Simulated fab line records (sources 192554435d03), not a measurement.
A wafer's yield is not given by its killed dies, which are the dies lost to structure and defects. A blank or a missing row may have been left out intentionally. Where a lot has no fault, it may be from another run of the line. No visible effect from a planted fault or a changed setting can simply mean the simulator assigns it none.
One fault through the eyes of 2 desks / flow n5_finfet / every desk sees just its own numbers, and what lay behind them comes last

== FROM THE METROLOGY DESK ==
Lot by lot, what the gauges showed, no matter which tool ran the lot: averages of those sampled wafers that carry a number. Any lot whose mean is over 4 standard deviations away from the usual mean is out of limits and marked OUT; that distance is given in the brackets. Of its 10 readings 7 are shown: those that lie furthest out on some lot.
Columns: A = DIBL_N at N5_BEOL_M4_RC_MEAS_101, usual 36.0 mV/V; B = DIBL_P at N5_BEOL_M4_RC_MEAS_101, usual 36.0 mV/V; C = IOFF_N at N5_BEOL_M4_RC_MEAS_101, usual 0.155 nA/um; D = IOFF_P at N5_BEOL_M4_RC_MEAS_101, usual 0.20 nA/um; E = SS_N at N5_BEOL_M4_RC_MEAS_101, usual 71.5 mV/dec; F = SS_P at N5_BEOL_M4_RC_MEAS_101, usual 73.2 mV/dec; G = VT_P at N5_BEOL_M4_RC_MEAS_101, usual -251.0 mV
lot=L760; first seen here=day 8 19:13; A=35.5; B=35.3; C=0.158; D=0.22; E=71.8; F=72.7; G=-249.0
lot=L763; first seen here=day 9 22:37; A=40.5; B=40.1; C=0.216; D=0.27; E=72.5; F=74.4; G=-247.3
lot=L764; first seen here=day 10 05:05; A=36.8; B=35.1; C=0.156; D=0.18; E=71.1; F=73.1; G=-253.4
lot=L765; first seen here=day 10 07:43; A=37.3; B=37.8; C=0.178; D=0.23; E=72.1; F=73.7; G=-250.7
lot=L768; first seen here=day 11 04:49; A=34.7; B=34.8; C=0.151; D=0.21; E=71.2; F=72.9; G=-249.7
lot=L772; first seen here=day 11 16:44; A=34.0; B=33.3; C=0.133; D=0.20; E=70.6; F=73.2; G=-249.6
lot=L775; first seen here=day 12 21:11; A=36.2; B=37.7; C=0.159; D=0.19; E=71.8; F=73.6; G=-254.7
lot=L781; first seen here=day 13 23:31; A=37.1; B=35.7; C=0.166; D=0.22; E=71.4; F=73.5; G=-249.7
lot=L779; first seen here=day 14 00:02; A=33.6; B=33.1; C=0.129; D=0.18; E=71.0; F=72.4; G=-251.0
lot=L780; first seen here=day 14 01:47; A=33.5; B=33.7; C=0.129; D=0.17; E=71.0; F=72.8; G=-252.9
Result from this desk: across the 10 lots, nothing is out of limits.

== TOOL OWNER'S DESK, rie_diel-01 ==
The tool's own readings at N5_BEOL_M5_VIA_ETCH_34 (etches SiCOH lowk in C4F6/O2, target depth 88.3 nm, time 39.2 s): means of the sampled wafers that have a number, for each lot that ran on this tool. Any lot whose mean is over 4 standard deviations away from the usual mean is out of limits and marked OUT; that distance is given in the brackets.
Columns: A = drypump_motor_current_A at N5_BEOL_M5_VIA_ETCH_34, usual 5.7 A; B = oes_product_au at N5_BEOL_M5_VIA_ETCH_34, usual 0.79 a.u.; C = rf_vpp_V at N5_BEOL_M5_VIA_ETCH_34, usual 664 V; D = showerhead_plenum_p_Torr at N5_BEOL_M5_VIA_ETCH_34, usual 2.85 Torr; E = throttle_valve_pct at N5_BEOL_M5_VIA_ETCH_34, usual 20.79 %
lot=L763; first seen here=day 10 03:16; A=5.4; B=0.74; C=666; D=2.81; E=20.97
lot=L764; first seen here=day 10 09:19; A=5.5; B=0.70; C=676; D=2.78; E=20.93
lot=L765; first seen here=day 10 12:56; A=5.4; B=0.63; C=665; D=2.84; E=21.00
lot=L768; first seen here=day 11 12:02; A=5.5; B=0.63; C=665; D=2.76; E=20.68
lot=L772; first seen here=day 11 22:41; A=5.6; B=0.62; C=665; D=2.76; E=20.68
lot=L781; first seen here=day 14 04:10; A=5.4; B=0.81; C=666; D=2.83; E=20.94
lot=L780; first seen here=day 14 06:07; A=5.5; B=0.81; C=666; D=2.79; E=20.88
lot=L779; first seen here=day 14 06:30; A=5.5; B=0.72; C=664; D=2.79; E=20.80
Result from this desk: across the 8 lots, nothing is out of limits.

== BROUGHT TOGETHER ==
Nothing out of limits was seen by the metrology desk.
Nothing out of limits was seen by the tool owner's desk.

== WHAT WAS PUT IN BY THE SIMULATOR ==
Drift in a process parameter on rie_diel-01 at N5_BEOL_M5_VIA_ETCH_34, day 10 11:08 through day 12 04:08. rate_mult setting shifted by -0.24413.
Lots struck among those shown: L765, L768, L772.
